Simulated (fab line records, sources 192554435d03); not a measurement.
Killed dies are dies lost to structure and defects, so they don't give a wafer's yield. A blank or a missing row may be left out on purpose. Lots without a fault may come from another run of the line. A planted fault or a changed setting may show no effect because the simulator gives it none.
Chamber matching | flow n5_finfet | N5_FIN_SAQP_ETCH_64 on rie_si-03: 4 sister chambers
The step etches SiO2 in CF4, target depth 1.5 nm. 8 wafers are shown with their chamber, then 7 later ones without.

WAFERS WITH THEIR CHAMBER
wafer  | chamber | throttle_valve_pct (%) | oes_product_au (a.u.)
L081.2 | 2       | 22.20                  | 0.987
L082.3 | 0       | 21.57                  | 1.019
L082.4 | 2       | 22.17                  | 0.999
L084.4 | 0       | 21.56                  | 1.020
L090.3 | 3       | 22.21                  | 1.005
L090.5 | 1       | 22.15                  | 0.994
L092.1 | 1       | 22.16                  | 1.010
L092.3 | 3       | 22.22                  | 1.005

WAFERS WITHOUT THEIR CHAMBER
wafer  | throttle_valve_pct (%) | oes_product_au (a.u.)
L092.4 | 21.56                  | 1.020
L094.2 | 21.55                  | 1.021
L094.3 | 22.20                  | 0.980
L094.5 | 22.21                  | 1.009
L097.2 | 21.58                  | 1.022
L097.4 | 22.16                  | 1.006
L097.5 | 21.58                  | 1.022

WHICH CHAMBER EACH WENT THROUGH
wafer  | from the rows above     | in truth
L092.4 | 0                       | 0
L094.2 | 0                       | 0
L094.3 | can't be placed: 2 or 3 | 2
L094.5 | 3                       | 3
L097.2 | 0                       | 0
L097.4 | 1                       | 1
L097.5 | 0                       | 0
Placed correctly: 6 of 7. Can't be placed from these rows: 1 (the true chamber is among the candidates in 1). Placed wrongly: 0.
How it was worked out, from the rows above alone: a wafer's distance from a chamber is the root of the sum, over the readings, of the square of ((its reading less the chamber's mean) divided by the reading's scatter). The wafer belongs to the nearest chamber; if the next one is less than 2 further off, it can't be placed. A chamber's mean is the mean of its shown wafers. The scatter: the root of (the sum of the squares of (reading less its chamber's mean) over the shown wafers, divided by (wafers less chambers)).
